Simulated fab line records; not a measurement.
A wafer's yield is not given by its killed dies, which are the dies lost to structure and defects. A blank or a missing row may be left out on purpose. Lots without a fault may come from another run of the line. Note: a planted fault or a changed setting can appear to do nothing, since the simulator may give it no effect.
fab line records | flow nandHarc
record: lots: 5 wafers: 15 lastDay: 32
route steps=1302 shown A_STAIRCASE@784 END@1302
lots untouched by any fault: they come from a run of this same line in which no faults occurred
startH: start of the lot's first displayed wafer, in hours after the record's first day | waitH: hours since the lot's step before | " identical to the entry in the row above | L1.1+2: several wafers, shown together as one row | - no value present, or no start provided | * or withheld: withheld | < > ~ a bound
route shown NAME@n: names a module that has steps shown in the file, with the first one's number in the route | usual: mean/standard deviation taken from wafers without a fault | same: alike in all rows | chamber/n: place in a boat | sites: per-site readings | _std_site: the values' standard deviation | _edge_site: mean of outer sites minus mean of inner sites | radiusMm: for every site, how far away it sits from the centre of the wafer | mask NAME#n: copy n | behind: the tool/chamber that last shaped the wafer | hold: why the lot was held/for how many hours/how that ended | device: whichever transistor did not switch (one of n, p or np) | end of line: tests of these same wafers at the route's end | where a step has no rows: the recipe by itself | killed: dies lost to structure and defects at the first sort, not the wafer's yield | map: a wafer's dies, x killed, . not, _ none there
set.NAME: setting as actually run; set.NAME@STEP: the setting as run at that earlier step | model.NAME: the simulator's own value behind a step, which no gauge read
certain route steps with their lots: each step a table, each wafer a row
services: the hour from which a tool's chamber was out of use, counted from the record's first day as startH (under 0 if before that day), plus the number of hours and why
== steps ==
step: NHARC_A_STAIRCASE_DESCUM_270
recipe: timeS: 3 o2FlowSccm: 200 arFlowSccm: 0 biasPowerW: 0 chemistry: O2
usual: drypumpMotorCurrentA: 5.8/0.37 oesProductAu: 1.005/0.0094 rfVppV: 57.9/0.88 showerheadPlenumPTorr: 1.95/0.087 throttleValvePct: 11.312/0.0098
same: biasPowerW: 0
columns lot.wafer tool chamber startH waitH drypumpMotorCurrentA oesProductAu rfHoursCounterH rfVppV showerheadPlenumPTorr throttleValvePct
L232.4 rieDiel-12 2 408.68 - 5.3 1.000 37 58.1 1.87 11.307
L232.1 " 0 " " 6.3 1.003 35 58.9 2.06 11.297
L232.5 " 1 " " 5.8 1.001 - 58.6 2.03 11.314
L234.3 rieDiel-12 3 422.06 - 5.7 0.995 41 57.0 1.95 11.308
L234.5 " 3 " " 5.7 0.992 - 56.8 1.95 11.317
L234.6 " 0 " " 6.3 1.007 - 59.3 2.06 11.311
L245.4 rieDiel-04 0 528.04 - 6.6 1.016 49 58.8 2.06 11.308
L245.1 " 3 " " 5.5 1.006 44 57.7 1.77 11.304
L245.6 " 1 " " 5.8 1.028 - 58.2 1.88 11.310
L243.3 rieDiel-04 2 529.97 - 5.1 1.005 51 58.9 2.04 11.325
L243.2 " 0 " " 6.7 1.001 50 58.4 2.06 11.295
L243.5 " 3 " " 5.5 1.008 - 56.7 1.77 11.307
L249.4 rieDiel-04 3 588.29 - 5.5 1.007 19 58.8 2.07 11.325
L249.1 " 2 " " 5.1 1.005 14 59.6 2.03 11.306
L249.6 " 0 " " 6.7 1.015 - 55.7 2.05 11.329
step: NHARC_A_STAIRCASE_ETCH_271
recipe: cf4FlowSccm: 100 chf3FlowSccm: 30 arFlowSccm: 0 rfW: 500 biasW: 200 chemistry: CF4/CHF3
usual: drypumpMotorCurrentA: 5.8/0.34 oesProductAu: 0.960/0.025 rfVppV: 371.2/2.5 showerheadPlenumPTorr: 1.60/0.069 throttleValvePct: 16.803/0.0086
columns lot.wafer tool chamber startH waitH drypumpMotorCurrentA oesProductAu rfHoursCounterH rfVppV showerheadPlenumPTorr throttleValvePct
L232.4 rieDiel-12 0 408.77 0.1 6.3 0.927 35 374.1 1.69 16.804
L232.1 " 2 " " 5.3 0.919 37 370.7 1.54 16.822
L232.5 " 3 " " 5.7 0.909 - 371.0 1.60 16.803
L234.3 rieDiel-12 3 422.17 0.1 5.7 0.955 41 371.6 1.60 16.808
L234.6 " 0 " " 6.3 0.977 - 374.3 1.69 16.811
L234.5 " 1 " " 5.8 0.982 - 372.0 1.66 16.795
L245.4 rieDiel-04 2 528.18 0.1 5.1 0.959 49 373.5 1.67 16.803
L245.1 " 0 " " 6.7 0.963 49 375.2 1.69 16.797
L245.6 " 2 " " 5.1 0.960 - 373.0 1.67 16.804
L243.3 rieDiel-04 1 530.06 0.1 5.8 1.001 43 370.2 1.55 16.794
L243.2 " 2 " " 5.1 0.968 51 374.3 1.67 16.820
L243.5 " 1 " " 5.8 1.000 - 370.1 1.55 16.815
L249.4 rieDiel-04 2 588.38 0.1 5.1 0.976 14 374.0 1.67 16.786
L249.1 " 3 " " 5.5 0.970 19 374.8 1.69 16.835
L249.6 " 2 " " 5.1 0.982 - 373.6 1.67 16.803
step: NHARC_A_STAIRCASE_HM_OPEN_457
recipe: o2FlowSccm: 400 cosFlowSccm: 20 arFlowSccm: 0 rfW: 500 biasW: 300 chemistry: O2/COS
step: NHARC_A_STAIRCASE_STRIP_458
recipe: o2FlowSccm: 400 cosFlowSccm: 20 arFlowSccm: 0 biasW: 0 chemistry: O2/COS
step: NHARC_A_STAIRCASE_ETCH_451
recipe: targetDepthA: 300 overetchA: 30 timeS: 16.5 ionEnergyEv: 100 cf4FlowSccm: 80 o2FlowSccm: 20 arFlowSccm: 0 rfW: 300 biasW: 100 chemistry: CF4/O2
usual: drypumpMotorCurrentA: 5.8/0.36 oesProductAu: 1.005/0.01 rfVppV: 198.3/1.4 showerheadPlenumPTorr: 1.36/0.061 throttleValvePct: 13.398/0.0081
columns lot.wafer tool chamber startH waitH drypumpMotorCurrentA oesProductAu rfHoursCounterH rfVppV showerheadPlenumPTorr throttleValvePct
L232.1 rieDiel-12 0 - - 6.3 1.007 35 201.0 1.44 13.411
L232.4 " 3 " " 5.6 0.987 37 197.2 1.36 13.396
L232.5 " 0 " " 6.3 1.005 - 199.3 1.44 13.397
L234.3 rieDiel-12 0 - - 6.3 1.008 39 199.9 1.44 13.408
L234.6 " 3 " " 5.6 0.988 - 199.1 1.36 13.417
L234.5 " 0 " " 6.3 1.003 - 199.4 1.44 13.386
L245.4 rieDiel-04 3 - - 5.5 1.000 44 194.3 1.24 13.397
L245.1 " 1 " " 5.7 1.007 42 198.8 1.31 13.388
L245.6 " 0 " " 6.7 1.001 - 199.3 1.43 13.395
L243.3 rieDiel-04 1 - - 5.8 1.021 43 197.8 1.31 13.410
L243.2 " 0 " " 6.7 1.009 51 200.2 1.43 13.403
L243.5 " 1 " " 5.7 1.024 - 195.7 1.31 13.411
L249.1 rieDiel-04 0 - - 6.7 1.018 17 198.2 1.43 13.399
L249.4 " 1 " " 5.7 1.004 12 197.4 1.31 13.390
L249.6 " 0 " " 6.7 1.014 - 199.6 1.43 13.384
step: NHARC_A_STAIRCASE_ETCH_273
recipe: targetDepthA: 1.02e+05 timeS: 2468.6 ionEnergyEv: 800 c4f8FlowSccm: 80 o2FlowSccm: 60 arFlowSccm: withheld rfW: 600 biasW: 3000 chemistry: C4F8/O2/Ar
usual: oesProductAu: 0.939/0.01 rfVppV: 1831/11
columns lot.wafer tool chamber startH waitH oesProductAu rfHoursCounterH rfVppV
L232.4 rieDiel-12 2 - - 0.920 38 1822
L232.1 " 1 " " 0.930 36 1840
L232.5 " 3 " " 0.923 - 1833
L234.3 rieDiel-12 1 - - 0.957 40 1841
L234.6 " 3 " " 0.928 - 1832
L234.5 " 0 " " 0.950 - 1845
L245.1 rieDiel-04 0 - - 0.940 50 1846
L245.4 " 1 " " 0.948 43 1822
L245.6 " 2 " " 0.934 - 1840
L243.2 rieDiel-04 3 - - 0.933 46 1808
L243.3 " 0 " " 0.942 51 1847
L243.5 " 2 " " 0.942 - 1843
L249.1 rieDiel-04 2 - - 0.953 15 1841
L249.4 " 0 " " 0.956 18 1843
L249.6 " 1 " " 0.942 - 1822
step: NHARC_A_STAIRCASE_STRIP_274
recipe: o2FlowSccm: 500 arFlowSccm: 0 biasW: 0 chemistry: O2
usual: drypumpMotorCurrentA: 5.7/0.36 oesProductAu: 1.004/0.0093 rfVppV: 57.9/0.94 showerheadPlenumPTorr: 3.57/0.15 throttleValvePct: 17.036/0.0089
columns lot.wafer tool chamber startH waitH drypumpMotorCurrentA oesProductAu rfHoursCounterH rfVppV showerheadPlenumPTorr throttleValvePct
L232.1 rieDiel-12 2 - - 5.3 0.998 39 58.7 3.45 17.020
L232.4 " 3 " " 5.6 1.001 38 58.0 3.60 17.038
L232.5 " 3 " " 5.6 1.001 - 57.7 3.59 17.040
L234.3 rieDiel-12 1 - - 5.8 1.004 41 58.7 3.72 17.040
L234.6 " 3 " " 5.6 0.999 - 58.5 3.59 17.034
L234.5 " 0 " " 6.3 1.016 - 56.4 3.78 17.040
L245.1 rieDiel-04 0 - - 6.7 1.010 51 59.2 3.78 17.030
L245.4 " 1 " " 5.7 1.016 43 57.9 3.47 17.028
L245.6 " 2 " " 5.1 1.008 - 58.4 3.75 17.038
L243.2 rieDiel-04 0 - - 6.7 1.000 51 56.9 3.78 17.039
L243.3 " 2 " " 5.1 1.002 53 58.1 3.74 17.043
L243.5 " 0 " " 6.7 1.002 - 59.0 3.78 17.025
L249.4 rieDiel-04 0 - - 6.7 1.022 18 58.4 3.77 17.030
L249.1 " 1 " " 5.8 1.008 14 56.6 3.46 17.037
L249.6 " 2 " " 5.2 1.013 - 58.8 3.73 17.049
step: NHARC_A_STAIRCASE_STRIP_275
recipe: timeS: 900 tempC: 130 chemistry: SPM
step: NHARC_A_STAIRCASE_PRECLEAN_276
recipe: timeS: * tempC: 50 bathAgeMin: 0 chemistry: SC1
step: NHARC_A_STAIRCASE_SRD_277
step: NHARC_A_STAIRCASE_HM_DEP_459
recipe: targetThkA: 15000 tempC: 400 material: aC
step: NHARC_A_STAIRCASE_DEP_280
recipe: targetThkA: 300 targetThkNm: 30 tempC: 400 pressureTorr: 3.5 flowSccm: 200 rfW: 350 material: SiON
usual: heaterPowerW: 701/66 rfFwdPowerW: 348.5/1.2 showerheadVppV: 1149/53
columns lot.wafer tool chamber startH waitH heaterPowerW rfFwdPowerW showerheadVppV
L232.1 pecvd-01 0 413.61 1.6 845 347.4 1268
L232.4 " 0 " " 849 346.4 1265
L232.5 " 1 " " 806 348.3 1208
L234.3 pecvd-04 1 429.34 1.0 665 349.4 1141
L234.6 " 2 " " 641 348.5 1155
L234.5 " 0 " " 694 350.3 1148
L245.1 pecvd-01 2 533.12 1.6 784 348.5 1122
L245.6 " 1 " " 826 348.8 1231
L245.4 " 2 " " 797 348.4 1139
L243.2 pecvd-04 2 534.96 1.3 587 349.5 1167
L243.3 " 0 " " 798 209.1 888
L243.5 " 0 " " 841 208.6 903
L249.1 pecvd-01 2 593.17 1.5 715 350.1 1128
L249.4 " 2 " " 714 348.6 1149
L249.6 " 0 " " 823 348.3 1251
step: NHARC_A_STAIRCASE_DEHYDRATE_281
recipe: tempC: 150 timeS: 120
step: NHARC_END_SORT_01
recipe: tempC: 25
usual: killedAtArray: 53/21 killedAtOther: 0.8/1.1 killedAtPeriphery: 4.2/2.7 killedDies: 58/22 killedOpen: 3.4/1.9 killedShort: 2.5/1.6
same: grossDies: 677
columns lot.wafer tool chamber startH waitH killedAtArray killedAtOther killedAtPeriphery killedDies killedOpen killedShort
L234.3 prober-01 0 622.76 3.1 71 0 3 74 4 2
L234.5 prober-01 0 624.38 3.7 69 0 3 72 4 1
L234.6 prober-01 0 625.19 4.1 77 3 1 81 2 6
L245.1 prober-01 0 732.34 2.6 60 0 8 68 4 2
L245.4 prober-01 0 734.69 3.4 62 1 4 67 7 3
L245.6 prober-01 0 736.26 3.9 74 1 6 81 6 4
L243.2 prober-01 0 740.84 2.8 20 0 5 25 4 3
L243.3 prober-01 0 741.65 3.1 32 0 4 36 5 2
L243.5 prober-01 0 743.26 3.7 27 1 2 30 6 2
killed by level:class
L234.3 A_SLIT:chamberFilmFlake=29 A_CHANNEL_HOLE_D2:chamberFilmFlake=29 A_CONTACT:chamberFilmFlake=7 P_STI:geometricParticle:open=1 P_CONTACT:geometricParticle:open=1 A_CHANNEL_FILL_D1:geometricParticle:open=1 A_CHANNEL_FILL_D2:geometricParticle:short=1 A_CHANNEL_FILL_D2:geometricParticle:open=1
L234.5 A_CHANNEL_HOLE_D2:chamberFilmFlake=31 A_SLIT:chamberFilmFlake=25 A_STAIRCASE:chamberFilmFlake=4 A_CHANNEL_HOLE_D1:chamberFilmFlake=2 A_CONTACT:chamberFilmFlake=2 P_M0:geometricParticle:open=1 P_M0:geometricParticle:short=1 A_CHANNEL_HOLE_D1:geometricParticle:open=1
L234.6 A_CHANNEL_HOLE_D2:chamberFilmFlake=35 A_SLIT:chamberFilmFlake=25 A_CONTACT:chamberFilmFlake=4 A_ONON_D1:geometricParticle:short=3 THIN_TSV:chamberFilmFlake=3 A_CHANNEL_HOLE_D1:chamberFilmFlake=2 P_M1:geometricParticle:short=1 A_ONON_D1:geometricParticle:open=1
L245.1 A_SLIT:chamberFilmFlake=27 A_CHANNEL_HOLE_D2:chamberFilmFlake=13 P_BONDPAD:chamberFilmFlake=5 A_CONTACT:chamberFilmFlake=5 A_CHANNEL_HOLE_D1:chamberFilmFlake=3 A_STAIRCASE:chamberFilmFlake=3 A_DECK1_JOINT:geometricParticle:open=2 P_GATE:chamberFilmFlake=2
L245.4 A_SLIT:chamberFilmFlake=28 A_CHANNEL_HOLE_D2:chamberFilmFlake=11 A_CHANNEL_HOLE_D1:chamberFilmFlake=8 A_STAIRCASE:chamberFilmFlake=3 A_CONTACT:chamberFilmFlake=2 P_CONTACT:geometricParticle:open=1 P_M1:geometricParticle:open=1 A_CHANNEL_FILL_D1:geometricParticle:short=1
L245.6 A_SLIT:chamberFilmFlake=39 A_CHANNEL_HOLE_D2:chamberFilmFlake=16 A_CHANNEL_HOLE_D1:chamberFilmFlake=6 A_CONTACT:chamberFilmFlake=4 P_CONTACT:geometricParticle:open=2 A_M0:geometricParticle:short=2 P_GATE:chamberFilmFlake=2 A_SOURCE_PLATE:geometricParticle:short=1
L243.2 A_CHANNEL_HOLE_D1:chamberFilmFlake=7 A_CONTACT:chamberFilmFlake=4 P_STI:chamberFilmFlake=2 A_SGD_CUT:chamberFilmFlake=2 P_GATE:geometricParticle:open=1 P_M0:geometricParticle:short=1 A_SOURCE_PLATE:geometricParticle:short=1 A_CHANNEL_FILL_D2:geometricParticle:open=1
L243.3 A_CONTACT:chamberFilmFlake=9 A_CHANNEL_HOLE_D1:chamberFilmFlake=6 A_SLIT:chamberFilmFlake=4 A_STAIRCASE:chamberFilmFlake=3 A_WL_FILL:geometricParticle:short=2 A_CHANNEL_FILL_D1:chamberFilmFlake=2 A_SGD_CUT:chamberFilmFlake=2 P_STI:geometricParticle:open=1
L243.5 A_CHANNEL_HOLE_D1:chamberFilmFlake=11 A_CONTACT:chamberFilmFlake=5 A_DECK1_JOINT:geometricParticle:open=2 A_ZERO_WELL:chamberFilmFlake=2 P_M0:geometricParticle:open=1 A_ONON_D1:geometricParticle:open=1 A_CHANNEL_FILL_D2:geometricParticle:short=1 A_CONTACT:geometricParticle:open=1
== services ==
columns tool chamber startH hours kind
rieDiel-04 0 392.28 - clean
rieDiel-04 1 392.28 - clean
rieDiel-04 2 392.28 - clean
rieDiel-04 3 392.28 - clean
rieDiel-12 - 407.18 1.1 repair
pecvd-01 2 411.19 17.1 repair
rieDiel-12 3 411.25 2.0 repair
rieDiel-04 0 416.79 - clean
rieDiel-04 1 416.79 - clean
rieDiel-04 2 416.79 - clean
rieDiel-04 3 416.79 - clean
rieDiel-12 2 417.94 1.3 repair
rieDiel-04 0 441.67 - clean
rieDiel-04 1 441.67 - clean
rieDiel-04 2 441.67 - clean
rieDiel-04 3 441.67 - clean
rieDiel-12 - 446.86 9.0 pm
pecvd-04 - 450.12 13.0 pm
rieDiel-04 2 456.93 5.6 repair
rieDiel-04 - 486.02 0.6 repair
rieDiel-12 0 490.37 19.8 repair
pecvd-01 - 492.00 13.0 pm
rieDiel-12 1 571.07 4.2 repair
rieDiel-12 0 589.88 5.1 repair
== key ==
firstSign: step: NHARC_A_STAIRCASE_DEP_280 reading: rfFwdPowerW direction: down sigmas: 99+ usual: * struck: *
effect: step: NHARC_A_STAIRCASE_DEP_280 reading: showerheadVppV direction: down sigmas: 4.8 usual: 1149 struck: 896
metAt NHARC_A_STAIRCASE_DEP_280
struckWafers L243.3,L243.5
testerLeftOut L243
onsetBetween 429.34 534.96
fault: kind: processParameterDrift tool: pecvd-04 chamber: 0 onsetH: 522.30 steps: NHARC_A_STAIRCASE_DEP_280 channel: rfW offset: * shape: step actsIn: * stated: *
testerLeftOut: of these lots the tester's yield and bins aren't shown, on N5 and GAA mostly nor the transistor test; their killed dies are dies lost to structure and defects alone, not to doping, threshold or leakage, so they don't give the yield
